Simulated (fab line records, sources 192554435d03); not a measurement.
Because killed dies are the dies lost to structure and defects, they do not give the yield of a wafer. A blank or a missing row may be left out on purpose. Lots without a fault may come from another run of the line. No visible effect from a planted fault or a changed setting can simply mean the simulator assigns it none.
A struck lot beside a sound one ; flow n5 finfet ; 28 steps out of a route of 1938
Sound: the wafers L745.1, L745.2, L745.6. Struck: wafer L760.4. (L760.3 of the same lot was not struck and is left out.) The cause comes at the end.
At each step with rows: each side's tool, then ch and its chambers, then its first start. Under that, the readings that differ: sound wafers ; struck wafers ; difference of the means ; sigmas: that difference in standard deviations of wafers without a fault.
alike: readings with means less than 2 such deviations apart, plus words and numbers identical on both sides. not compared: withheld readings, readings lacking a value on some wafer, bounds such as >300 that could conceal the same value, and numbers that have no deviation in the record and whose values overlap.
A row with sigmas, a row that says differs or no value, or rows on one side alone: a step with any of these is where the two part. Non-overlapping numbers with no deviation appear without sigmas and do not part them. A reading that every wafer of one side lacks parts them only if that side has two wafers or more.

first, 8 steps without rows for these wafers: N5_MOL_CONTACT_COAG_ANNEAL_112 (time 1800 s); N5_BEOL_M0_SAQP_PECVD_00 (deposits SiCN from 3MS/NH3, target thk 8 nm, time 14 s); N5_BEOL_M0_SAQP_ILD_DEP_01 (deposits SiOC from DEMS/O2, target thk 45.419 nm, time 8.7 s); N5_BEOL_M0_SAQP_HM_DEP_02 (deposits TiN, target thk 12 nm); N5_BEOL_M0_SAQP_PECVD_03 (deposits SiCN from 3MS/NH3, target thk 12 nm, time 21.1 s); N5_BEOL_M0_SAQP_PECVD_96 (deposits a-Si from SiH4/He, target thk 45 nm, time 45.2 s); N5_BEOL_M0_SAQP_PECVD_97 (deposits SiNx from SiH4/NH3/N2, target thk 23 nm, time 19.9 s); N5_BEOL_M0_SAQP_PECVD_04 (deposits a-Si from SiH4/He, target thk 60 nm, time 60.2 s).
N5_BEOL_M0_SAQP_HM_DEP_111: deposits SiO2 from SiH4/N2O, target thk 12 nm, time 7.2 s.
  sound on pecvd-04 ch 1,2, day 5 19:01; struck on pecvd-04 ch 1, day 9 11:25
reading;sound;struck;difference;sigmas
model.SiO2_of_BEOL_M0_SAQP_HM_DEP_111.thk nm (nm);12 12 12.2;13.8;+1.7;
  alike: heater power w, showerhead plenum p Torr
then, 12 steps without rows for these wafers: N5_BEOL_M0_SAQP_COAT_81 (time 60 s, resist thk 100 nm); N5_BEOL_M0_SAQP_COAT_82 (time 60 s, resist thk 30 nm); N5_BEOL_M0_SAQP_COAT_08 (resist thk 90 nm); N5_BEOL_M0_SAQP_EBR_10; N5_BEOL_M0_SAQP_SOFTBAKE_09 (time 60 s); N5_BEOL_M0_SAQP_EXPOSE_11 (exposes mask M0 CORE, target cd 42 nm); N5_BEOL_M0_SAQP_PEB_12 (peb time 60 s); N5_BEOL_M0_SAQP_DEVELOP_13 (develop time 30 s); N5_BEOL_M0_SAQP_DESCUM_19 (chemistry O2, time 7.9 s); N5_BEOL_M0_SAQP_ETCH_83 (etches SiARC in CF4, target depth 39 nm, time 65 s); N5_BEOL_M0_SAQP_ETCH_84 (etches SOC in N2/H2, target depth 100 nm, overetch 20 nm, time 150 s); N5_BEOL_M0_SAQP_STRIP_80 (strips in N2/H2).
N5_BEOL_M0_SAQP_HM_OPEN_112: chemistry CHF3/O2, target SiO2, stops on a-Si, target depth 12 nm, time 13.5 s.
  sound on rie diel-02 ch 0,1, day 5 19:54; struck on rie diel-02 ch 3, day 9 12:08
reading;sound;struck;difference;sigmas
model.etch.depth nm (nm);12.08 12.03 12.13;13.74;+1.66;
  alike: drypump motor current A, oes product au, rf vpp V, showerhead plenum p Torr, throttle valve pct
  not compared: rf hours counter h
then, 3 steps without rows for these wafers: N5_BEOL_M0_SAQP_STRIP_113 (strips in CHF3/O2); N5_BEOL_M0_SAQP_MANDREL_ETCH_20 (etches a-Si in HBr/Cl2, stops on SiNx, target depth 60 nm, bt time 10 s, time 30 s); N5_BEOL_M0_SAQP_STRIP_86 (strips in N2/H2).
N5_BEOL_M0_SAQP_STRIP_115: strips in post etch residue remover, time 60 s.
  sound on wet bench-06 ch 1,2,6, day 5 20:09; struck on wet bench-01 ch 1, day 9 12:24
reading;sound;struck;difference;sigmas
model.SiO2_of_BEOL_M0_SAQP_HM_DEP_111.thk nm (nm);12 12 12;13.6;+1.6;
then, 1 step without rows for these wafers: N5_BEOL_M0_SAQP_SRD_93 (time 30 s).
-- a jump in the record: the struck wafers' starts before and after are 2 days apart (it breaks off in module BEOL_M0_SAQP and resumes in module BEOL_M4, where the first step shown is number 1111 of the route) --
N5_BEOL_M4_RC_MEAS_101:
  sound on prober-02 ch 0, day 8 15:31; struck on prober-01 ch 0, day 11 23:05
reading;sound;struck;difference;sigmas
DIBL_N (mV/V);37.0 36.1 38.9;34.4;-2.9;-2
IOFF_P (nA/um);0.230 0.201 0.270;0.177;-0.057;-2
ION_N (uA/um);671 671 683;652;-23;-3
ION_P (uA/um);462 465 470;449;-17;-3
VT_N (mV);250.3 251.6 246.1;255.6;+6.3;+2
  alike: DIBL_P, IOFF_N, SS_N, SS_P, VT_P

## WHERE THEY PART
At N5_BEOL_M4_RC_MEAS_101 and nowhere else, as far as this record goes.

WHY: the cause the simulator had injected
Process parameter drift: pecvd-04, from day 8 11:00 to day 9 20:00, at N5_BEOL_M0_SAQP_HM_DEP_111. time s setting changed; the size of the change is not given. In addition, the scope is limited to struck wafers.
